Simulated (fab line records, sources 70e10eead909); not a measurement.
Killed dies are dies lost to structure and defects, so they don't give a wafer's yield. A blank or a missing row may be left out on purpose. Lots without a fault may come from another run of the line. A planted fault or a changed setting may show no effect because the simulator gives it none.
fab line records | flow nand_harc
record lots=5 wafers=15 last_day=32
route steps=1302 shown P_CONTACT@248 P_M0@253 P_M1@285 END@1302
lots that met no fault: from a run of the same line without faults
start_h: hours from the record's first day to the start of the lot's first wafer shown | wait_h: hours since the lot's step before | " the same as in the row above | L1.1+2: a row that stands for several wafers | - no value, or no start given | * or withheld: withheld | < > ~ a bound
route shown NAME@n: a module of which the file shows steps, and the number in the route of the first | usual: mean/standard deviation of fault-free wafers | same: alike in all rows | chamber/n: place in a boat | sites: the reading at each site | _std_site: their standard deviation | _edge_site: outer sites' mean less inner sites' | radius_mm: how far each site lies from the wafer's centre | mask NAME#n: copy n | behind: the tool/chamber that last shaped the wafer | hold: why the lot was held/for how many hours/how that ended | device: the transistor (n, p or np) that didn't switch | end of line: the same wafers' tests at the end of the route | a step without rows: its recipe alone | killed: dies lost to structure and defects at the first sort, not the wafer's yield | map: a wafer's dies, x killed, . not, _ none there
set.NAME: the setting as run; set.NAME@STEP: as run at that earlier step | model.NAME: the simulator's own value behind a step, which no gauge read
lots at some steps of the route; a table a step, a row a wafer
services: from which hour (start_h, from the record's first day; less than 0 if before it) a tool's chamber was out of use, for how many hours, and why
## steps
# step NHARC_P_CONTACT_CVD_23
# recipe target_thk_a=2000 temp_c=300 pressure_torr=40 wf6_flow_sccm=40 h2_flow_sccm=1600 ar_flow_sccm=1560 time_s=557 material=W
# step NHARC_P_CONTACT_CMP_24
# recipe t_overpolish_s=30 target_thk_nm=200
# step NHARC_P_CONTACT_SRD_26
# step NHARC_P_M0_DEP_00
# recipe target_thk_a=1500 target_thk_nm=150 temp_c=withheld pressure_torr=5 flow_sccm=200 rf_w=600 material=SiOC
# step NHARC_P_M0_DEHYDRATE_01
# recipe temp_c=150 time_s=120
# step NHARC_P_M0_HMDS_02
# recipe time_s=30
# step NHARC_P_M0_COAT_33
# recipe temp_c=200 time_s=65
# step NHARC_P_M0_COAT_03
# recipe spin_rpm=1500 resist_thk_nm=90
# step NHARC_P_M0_SOFTBAKE_04
# recipe temp_c=105 time_s=55
# step NHARC_P_M0_EBR_05
# step NHARC_P_M0_EXPOSE_06
# recipe na=1.35 target_cd_nm=90 dose_mj=81.28 mask_id=P_M0
# usual exposure_dose_mJ_cm2=81.9/0.67
# columns lot.wafer tool chamber start_h wait_h mask exposure_dose_mJ_cm2
L869.2 arfi_scanner-02 0 168.71 - P_M0#0 81.1
L869.4 " 0 " " P_M0#0 81.2
L869.6 " 0 " " P_M0#0 81.1
L874.1 arfi_scanner-02 0 226.56 - P_M0#0 103.2
L874.3 " 0 " " P_M0#0 103.2
L874.4 " 0 " " P_M0#0 103.3
L875.1 arfi_scanner-02 0 229.12 - P_M0#0 98.9
L875.2 " 0 " " P_M0#0 98.9
L875.4 " 0 " " P_M0#0 98.9
L877.2 arfi_scanner-02 0 252.72 - P_M0#0 95.3
L877.3 " 0 " " P_M0#0 95.3
L877.4 " 0 " " P_M0#0 95.3
L884.1 arfi_scanner-01 0 321.00 - P_M0#0 82.8
L884.3 " 0 " " P_M0#0 82.7
L884.6 " 0 " " P_M0#0 82.7
# step NHARC_P_M0_PEB_07
# recipe peb_temp_c=100 peb_time_s=65
# step NHARC_P_M0_DEVELOP_08
# recipe develop_time_s=35 dev_temp_c=23
# step NHARC_P_M0_CD_MEAS_09
# recipe target_cd_nm=90 landing_energy_ev=500
# usual cd_nm=89.6/0.62
# columns lot.wafer tool chamber start_h wait_h hold cd_nm
L869.2 cd_sem-03 0 168.85 - - 89.8
L869.4 " 0 " " - 90.4
L869.6 " 0 " " - 90.5
L874.1 cd_sem-03 0 226.70 - await_dispo/0.2h/release 103.5
L874.3 " 0 " " await_dispo/0.2h/release 103.2
L874.4 " 0 " " await_dispo/0.2h/release 103.3
L874.1 cd_sem-03 0 - - - 103.6
L874.3 " 0 " " - 103.5
L874.4 " 0 " " - 104.0
L875.1 cd_sem-03 0 229.26 - await_dispo/0.2h/release 101.2
L875.2 " 0 " " await_dispo/0.2h/release 101.4
L875.4 " 0 " " await_dispo/0.2h/release 101.8
L875.1 cd_sem-03 0 - - - 101.3
L875.2 " 0 " " - 101.9
L875.4 " 0 " " - 101.6
L877.2 cd_sem-03 0 252.86 - await_dispo/0.2h/release 100.0
L877.3 " 0 " " await_dispo/0.2h/release 99.1
L877.4 " 0 " " await_dispo/0.2h/release 99.7
L877.2 cd_sem-03 0 - - - 99.8
L877.3 " 0 " " - 98.8
L877.4 " 0 " " - 99.5
L884.1 cd_sem-02 0 321.14 - - 89.7
L884.3 " 0 " " - 89.4
L884.6 " 0 " " - 89.8
# step NHARC_P_M0_OVL_MEAS_10
# recipe pitch_nm=180
# usual overlay_x_nm=-0.1/0.77 overlay_y_nm=0.5/0.73
# columns lot.wafer tool chamber start_h wait_h hold overlay_x_nm overlay_y_nm
L869.2 overlay-02 - 168.93 - - 0.5 0.2
L869.4 " - " " - 0.3 0.0
L869.6 " - " " - 1.6 0.0
L874.1 overlay-01 - 228.90 - await_dispo/1.9h/release -0.7 1.3
L874.3 " - " " await_dispo/1.9h/release -0.8 1.0
L874.4 " - " " await_dispo/1.9h/release -0.9 1.0
L875.1 overlay-01 - 236.39 - await_dispo/6.9h/release -0.5 -0.4
L875.2 " - " " await_dispo/6.9h/release 0.0 -0.1
L875.4 " - " " await_dispo/6.9h/release -0.3 -0.8
L877.2 overlay-02 - 267.32 - await_dispo/14.2h/release -1.2 -0.4
L877.3 " - " " await_dispo/14.2h/release -1.2 0.2
L877.4 " - " " await_dispo/14.2h/release -0.7 -0.2
L884.1 overlay-02 - 321.23 - - 1.1 0.4
L884.3 " - " " - 1.3 1.0
L884.6 " - " " - 1.1 0.2
# step NHARC_P_M0_DESCUM_14
# recipe time_s=3 o2_flow_sccm=200 ar_flow_sccm=0 bias_power_w=0 chemistry=O2
# usual drypump_motor_current_A=5.65/0.19 o2_flow_sccm=200.0/0.5 oes_product_au=1.001/0.0076 rf_vpp_V=57.7/0.85 showerhead_plenum_p_Torr=1.87/0.081 throttle_valve_pct=11.312/0.01
# same bias_power_w=0
# columns lot.wafer tool chamber start_h wait_h drypump_motor_current_A o2_flow_sccm oes_product_au rf_hours_counter_h rf_vpp_V showerhead_plenum_p_Torr throttle_valve_pct model.P_M0.cd_nm
L869.2 rie_diel-05 3 169.04 0.1 5.64 199.2 0.986 18 57.9 1.82 11.311 90.22
L869.4 " 0 " " 5.48 201.3 0.994 17 58.4 1.92 11.320 90.3
L869.6 " 3 " " 5.67 198.8 1.002 - 57.3 1.82 11.309 90.66
L874.1 rie_diel-05 1 229.00 0.1 5.44 200.2 1.005 26 57.8 2.00 11.301 103.1
L874.4 " 3 " " 5.66 199.9 1.009 28 57.2 1.82 11.321 102.7
L874.3 " 0 " " 5.54 200.8 0.994 29 56.8 1.92 11.324 102.6
L875.1 rie_diel-05 3 238.60 2.2 5.64 200.2 0.998 28 56.9 1.82 11.299 100.6
L875.2 " 1 " " 5.44 200.0 0.999 27 59.6 2.00 11.319 101.4
L875.4 " 2 " " 5.73 199.7 1.002 26 57.1 1.78 11.317 100.7
L877.2 rie_diel-05 2 267.76 0.4 5.72 200.3 0.994 1 56.7 1.78 11.328 100.1
L877.4 " 3 " " 5.65 199.2 0.999 1 57.0 1.82 11.312 99.19
L877.3 " 0 " " 5.51 200.7 0.996 1 57.5 1.92 11.296 99.31
L884.1 rie_diel-05 0 321.33 0.1 5.48 200.6 1.004 15 57.7 1.92 11.319 90.36
L884.3 " 1 " " 5.44 200.0 1.019 17 59.2 1.99 11.311 89.65
L884.6 " 0 " " 5.49 200.1 1.013 - 58.2 1.92 11.305 90.54
# step NHARC_P_M0_ETCH_34
# recipe target_depth_a=400 overetch_a=120 time_s=43.94 ion_energy_ev=200 n2_flow_sccm=150 h2_flow_sccm=150 ar_flow_sccm=0 rf_w=400 bias_w=150 chemistry=N2/H2
# step NHARC_P_M0_ETCH_15
# recipe target_depth_a=1500 overetch_a=150 time_s=82.5 c4f8_flow_sccm=withheld ar_flow_sccm=400 rf_w=600 bias_w=300 chemistry=C4F8/Ar
# usual bias_w=299.9/0.89 oes_product_au=0.964/0.02 rf_vpp_V=439.9/2.6
# columns lot.wafer tool chamber start_h wait_h bias_w oes_product_au rf_hours_counter_h rf_vpp_V model.P_M0.cd_nm
L869.2 rie_diel-05 1 - - 300.9 0.973 16 442.9 90.01
L869.4 " 3 " " 300.9 0.957 18 438.4 89.88
L869.6 " 0 " " 299.5 0.975 - 441.8 90.15
L874.4 rie_diel-05 0 - - 298.7 0.977 29 440.5 103.1
L874.1 " 1 " " 298.1 0.968 26 442.3 102.5
L874.3 " 3 " " 300.0 0.980 28 438.0 102.2
L875.1 rie_diel-01 0 239.11 - 300.7 1.008 6 439.5 100.3
L875.4 " 1 " " 299.3 1.010 5 438.9 100.9
L875.2 " 2 " " 298.9 1.000 4 439.4 101.4
L877.3 rie_diel-05 3 - - 299.8 0.980 1 440.1 99.61
L877.4 " 0 " " 300.7 0.990 1 440.4 99.11
L877.2 " 1 " " 299.5 0.968 1 443.1 99.97
L884.3 rie_diel-05 0 - - 300.1 0.967 15 441.6 89.45
L884.1 " 1 " " 299.6 0.980 17 443.4 89.5
L884.6 " 0 " " 300.6 0.976 - 440.9 89.94
# step NHARC_P_M0_CD_MEAS_16
# usual cd_nm=89.3/0.78
# columns lot.wafer tool chamber start_h wait_h hold cd_nm
L869.2 cd_sem-02 - 169.34 - - 90.1
L869.4 " - " " - 89.5
L869.6 " - " " - 90.4
L874.1 cd_sem-01 - 229.29 - await_dispo/0.2h/release 102.3
L874.3 " - " " await_dispo/0.2h/release 102.4
L874.4 " - " " await_dispo/0.2h/release 103.0
L874.1 cd_sem-01 - 229.48 0.2 - 102.7
L874.3 " - " " - 102.2
L874.4 " - " " - 103.2
L875.1 cd_sem-01 - 239.23 - await_dispo/0.2h/release 100.4
L875.2 " - " " await_dispo/0.2h/release 101.5
L875.4 " - " " await_dispo/0.2h/release 100.9
L875.1 cd_sem-01 - 239.42 0.2 - 100.5
L875.2 " - " " - 101.7
L875.4 " - " " - 101.0
L877.2 cd_sem-03 - 268.07 - await_dispo/0.2h/release 100.2
L877.3 " - " " await_dispo/0.2h/release 99.7
L877.4 " - " " await_dispo/0.2h/release 99.0
L877.2 cd_sem-03 - 268.26 0.2 - 100.0
L877.3 " - " " - 100.0
L877.4 " - " " - 98.8
L884.1 cd_sem-02 - 321.62 - - 89.5
L884.3 " - " " - 88.9
L884.6 " - " " - 90.2
# step NHARC_P_M0_STRIP_18
# recipe power_w=1000 n2_flow_sccm=150 h2_flow_sccm=150 ar_flow_sccm=0 bias_w=0 chemistry=N2/H2
# usual drypump_motor_current_A=5.64/0.18 oes_product_au=0.999/0.0077 rf_vpp_V=90.6/0.96 showerhead_plenum_p_Torr=2.00/0.09 throttle_valve_pct=14.173/0.0092
# same bias_w=0
# columns lot.wafer tool chamber start_h wait_h hold drypump_motor_current_A oes_product_au rf_hours_counter_h rf_vpp_V showerhead_plenum_p_Torr throttle_valve_pct
L869.2 rie_diel-05 3 169.46 0.1 - 5.64 1.006 18 91.3 1.94 14.176
L869.4 " 0 " " - 5.47 0.982 17 91.7 2.05 14.167
L869.6 " 2 " " - 5.72 0.996 - 90.5 1.90 14.190
L874.3 rie_diel-05 2 238.60 9.1 await_dispo/2.7h/release 5.69 0.997 26 89.6 1.89 14.187
L874.1 " 3 " " await_dispo/2.7h/release 5.67 0.996 28 88.8 1.93 14.177
L874.4 " 1 " " await_dispo/2.7h/release 5.45 1.009 27 91.6 2.13 14.168
L875.1 rie_diel-01 0 246.67 7.3 await_dispo/7.2h/release 5.53 0.986 6 90.2 2.02 14.165
L875.4 " 1 " " await_dispo/7.2h/release 6.07 1.012 5 89.9 2.02 14.182
L875.2 " 2 " " await_dispo/7.2h/release 6.14 0.987 4 88.6 1.96 14.142
L877.4 rie_diel-01 1 272.14 3.9 await_dispo/3.8h/release 6.08 1.007 9 91.8 2.02 14.170
L877.2 " 3 " " await_dispo/3.8h/release 5.65 1.010 11 90.4 1.98 14.169
L877.3 " 0 " " await_dispo/3.8h/release 5.47 0.994 11 90.3 2.01 14.166
L884.3 rie_diel-05 3 321.75 0.1 - 5.66 1.002 16 90.0 1.93 14.158
L884.1 " 0 " " - 5.50 0.999 15 91.3 2.04 14.164
L884.6 " 2 " " - 5.74 0.999 - 91.1 1.89 14.173
# step NHARC_P_M0_STRIP_19
# recipe time_s=600 temp_c=30 chemistry=post_etch_residue_remover
# step NHARC_P_M0_DEGAS_28
# recipe temp_c=250 time_s=60
# step NHARC_P_M0_PRE_CLEAN_29
# recipe time_s=30 temp_c=280 gas=H2/He
# step NHARC_P_M0_PVD_20
# recipe target_thk_a=50 bias_v=168.6 power_w=15000 chamber_pressure_pa=0.12 time_s=8.06 substrate_temp_c=50 material=TaN
# step NHARC_P_M0_PVD_21
# recipe target_thk_a=300 chamber_pressure_pa=5 power_w=5000 substrate_temp_c=30 time_s=20.49 material=Cu
# step NHARC_P_M0_ECD_22
# recipe target_thk_a=4000 bath_temp_c=25 material=Cu
# step NHARC_P_M0_ANNEAL_30
# recipe temp_c=225 time_s=90
# step NHARC_P_M0_CMP_23
# recipe t_overpolish_s=20 target_thk_nm=117.54
# step NHARC_P_M0_SRD_25
# step NHARC_P_M0_PRE_CLEAN_31
# recipe time_s=12 temp_c=370 rf_power_w=300 gas=NH3
# step NHARC_P_M0_DEP_32
# recipe target_thk_a=300 temp_c=370 target_thk_nm=30 pressure_torr=3 flow_sccm=200 rf_w=450 material=SiCN
# step NHARC_P_M1_DEP_00
# recipe target_thk_a=1825 target_thk_nm=182.5 temp_c=withheld pressure_torr=5 flow_sccm=200 rf_w=600 material=SiOC
# step NHARC_P_M1_DEHYDRATE_01
# recipe temp_c=150 time_s=120
# step NHARC_P_M1_HMDS_02
# recipe time_s=30
# step NHARC_P_M1_COAT_34
# recipe temp_c=200 time_s=65
# step NHARC_P_M1_COAT_03
# recipe spin_rpm=1500 resist_thk_nm=90
# step NHARC_END_SORT_01
# recipe temp_c=25
# usual defect_limited_yield=91.6/2.8 killed_at_array=52/18 killed_at_other=0.6/0.83 killed_at_periphery=4.3/2.8 killed_dies=57/19 killed_open=3.4/2 killed_short=2.5/1.7 sort_bin_2_pct=3.0/1.1 sort_bin_3_pct=0.6/0.41 sort_bin_4_pct=4.7/1.6 sort_n_pass=620/19 sort_rim_yield_pct=91/3.7 sort_yield_pct=91.6/2.8
# same gross_dies=677 sort_bin_5_pct[%]=0 sort_bin_6_pct[%]=0 sort_bin_7_pct[%]=0 sort_bin_8_pct[%]=0 sort_rim_n_gross=106.00
# columns lot.wafer tool chamber start_h wait_h defect_limited_yield[%] killed_at_array killed_at_other killed_at_periphery killed_dies killed_open killed_short sort_bin_2_pct[%] sort_bin_3_pct[%] sort_bin_4_pct[%] sort_n_pass sort_rim_yield_pct[%] sort_yield_pct[%]
L877.4 prober-02 0 690.62 3.4 95.7 24 0 5 29 3 7 0.6 0.4 3.2 648 91 95.7
# killed by level:class
L877.4 A_CHANNEL_HOLE_D2:chamber_film_flake=11 P_CONTACT:geometric_particle:open=2 A_WL_FILL:geometric_particle:short=2 A_CHANNEL_HOLE_D1:chamber_film_flake=2 A_DECK1_JOINT:chamber_film_flake=2 A_SLIT:chamber_film_flake=2 P_STI:geometric_particle:short=1 P_CONTACT:geometric_particle:short=1
## services
# columns tool chamber start_h hours kind
rie_diel-05 0 159.73 - clean
rie_diel-05 1 159.73 - clean
rie_diel-05 2 159.73 - clean
rie_diel-05 3 159.73 - clean
arfi_scanner-02 - 165.96 2.4 repair
rie_diel-05 0 184.23 - clean
rie_diel-05 1 184.23 - clean
rie_diel-05 2 184.23 - clean
rie_diel-05 3 184.23 - clean
arfi_scanner-01 - 186.35 3.7 repair
arfi_scanner-02 - 189.61 10.5 repair
arfi_scanner-02 - 201.79 1.1 repair
rie_diel-01 - 205.61 9.0 pm
rie_diel-05 0 208.73 - clean
rie_diel-05 1 208.73 - clean
rie_diel-05 2 208.73 - clean
rie_diel-05 3 208.73 - clean
rie_diel-05 - 229.60 9.0 pm
arfi_scanner-01 - 252.00 4.0 pm
arfi_scanner-01 - 259.83 6.5 repair
rie_diel-01 3 274.94 3.1 repair
arfi_scanner-01 - 308.71 0.7 repair
rie_diel-01 - 309.30 0.6 repair
arfi_scanner-02 - 312.00 4.0 pm
## key
first_sign step=NHARC_P_M0_EXPOSE_06 reading=exposure_dose_mJ_cm2 direction=up sigmas=26 usual=81.9 struck=99.1
effect step=NHARC_P_M0_CD_MEAS_09 reading=visit direction=added through=control_loop
effect step=NHARC_P_M0_CD_MEAS_09 reading=cd_nm direction=up sigmas=19 usual=89.6 struck=101.5 through=control_loop
effect step=NHARC_P_M0_CD_MEAS_16 reading=visit direction=added through=control_loop
effect step=NHARC_P_M0_CD_MEAS_16 reading=cd_nm direction=up sigmas=15 usual=89.3 struck=101.0 through=control_loop
model_effect step=NHARC_P_M0_DESCUM_14 value=P_M0.cd_nm without=88.85 struck=101.1
model_effect step=NHARC_P_M0_ETCH_15 value=P_M0.cd_nm without=88.76 struck=101
met_at NHARC_P_M0_EXPOSE_06
struck_wafers L874.1,L874.3,L874.4,L875.1,L875.2,L875.4,L877.2,L877.3,L877.4
scrapped_behind NHARC_A_ZERO_WELL_INSPECT_17 L874.1,L874.3,L874.4
loop_trim step=NHARC_P_M0_EXPOSE_06 setting=dose lots=L875,L877
onset_between 168.71 226.56
fault kind=process_parameter_drift tool=arfi_scanner-02 chamber=- onset_h=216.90 steps=NHARC_P_M0_EXPOSE_06 channel=dose_mj offset=22.057 shape=step acts_in=these_recipes_only stated=81.28
# loop_trim: a control loop set the setting to another value than it would have without faults
